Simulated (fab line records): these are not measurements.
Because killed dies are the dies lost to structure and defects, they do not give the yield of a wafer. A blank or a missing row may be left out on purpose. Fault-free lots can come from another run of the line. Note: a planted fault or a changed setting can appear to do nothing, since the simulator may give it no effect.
Chamber matching + flow nand harc + rie diel-09 running NHARC_A_CHANNEL_FILL_D1_ETCHBACK_20: 4 sister chambers
The step etches the open film in C4F8/O2/Ar, target depth 27 nm, time 13.5 s. 22 wafers are shown with their chamber, then 11 later ones without.

== WAFERS, EACH WITH ITS CHAMBER ==
| wafer  | chamber | rf vpp V (V) | oes product au (a.u.) |
|--------|---------|--------------|-----------------------|
| L076.3 | 3       | 972          | 0.93                  |
| L076.5 | 2       | 975          | 0.92                  |
| L076.6 | 3       | 972          | 0.94                  |
| L075.1 | 0       | 974          | 0.92                  |
| L075.5 | 1       | 968          | 0.94                  |
| L075.6 | 2       | 974          | 0.94                  |
| L079.1 | 0       | 976          | 0.98                  |
| L079.2 | 1       | 971          | 1.00                  |
| L079.6 | 3       | 971          | 0.98                  |
| L083.4 | 3       | 972          | 1.00                  |
| L083.5 | 2       | 975          | 0.99                  |
| L083.6 | 3       | 973          | 0.99                  |
| L085.2 | 0       | 976          | 1.00                  |
| L085.4 | 3       | 972          | 0.98                  |
| L085.6 | 2       | 974          | 1.00                  |
| L087.1 | 2       | 973          | 0.99                  |
| L087.5 | 3       | 972          | 1.00                  |
| L087.6 | 2       | 974          | 0.99                  |
| L089.4 | 1       | 971          | 0.92                  |
| L089.5 | 2       | 974          | 0.93                  |
| L089.6 | 3       | 973          | 0.93                  |
| L092.1 | 0       | 976          | 0.99                  |

SIGNATURES, as means of the wafers listed above
| reading        | chamber 0 | chamber 1 | chamber 2 | chamber 3 | scatter within a chamber |
|----------------|-----------|-----------|-----------|-----------|--------------------------|
| rf vpp V       | 975.50    | 970.00    | 974.14    | 972.12    | 0.905                    |
| oes product au | 0.9725    | 0.9533    | 0.9657    | 0.9688    | 0.034                    |
Rule: a wafer lies at a distance from a chamber equal to the root of the sum of squares, over the readings, of (its reading less the chamber's mean, divided by the reading's scatter). If the next closest chamber is less than 2 further off than the closest, the wafer can't be placed; otherwise it belongs to the closest. The scatter is the square root of a quotient: the sum, over the shown wafers, of each reading's squared deviation from its chamber's mean, divided by wafers minus chambers.

== WAFERS WITH NO CHAMBER GIVEN ==
| wafer  | rf vpp V (V) | oes product au (a.u.) |
|--------|--------------|-----------------------|
| L092.2 | 972          | 1.00                  |
| L092.5 | 968          | 1.01                  |
| L093.1 | 975          | 0.97                  |
| L093.3 | 971          | 0.96                  |
| L093.4 | 974          | 0.97                  |
| L096.1 | 970          | 1.00                  |
| L096.2 | 974          | 1.00                  |
| L096.6 | 971          | 1.00                  |
| L097.1 | 974          | 1.00                  |
| L097.2 | 972          | 1.01                  |
| L097.4 | 976          | 1.00                  |

== EACH ONE'S CHAMBER ==
| wafer  | from the rows above          | in truth |
|--------|------------------------------|----------|
| L092.2 | can't be placed: 3 or 2 or 1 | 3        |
| L092.5 | can't be placed: 1 or 3      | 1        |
| L093.1 | can't be placed: 0 or 2      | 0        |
| L093.3 | can't be placed: 1 or 3      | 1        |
| L093.4 | can't be placed: 2 or 0 or 3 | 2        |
| L096.1 | can't be placed: 1 or 3      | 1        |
| L096.2 | can't be placed: 2 or 0 or 3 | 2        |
| L096.6 | can't be placed: 3 or 1      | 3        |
| L097.1 | can't be placed: 2 or 0 or 3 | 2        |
| L097.2 | can't be placed: 3 or 2 or 1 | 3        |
| L097.4 | can't be placed: 0 or 2      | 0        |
0 of 11 placed correctly. Cannot be placed on the basis of these rows: 11; the candidates contain the true chamber in 11. Placed wrongly: 0.
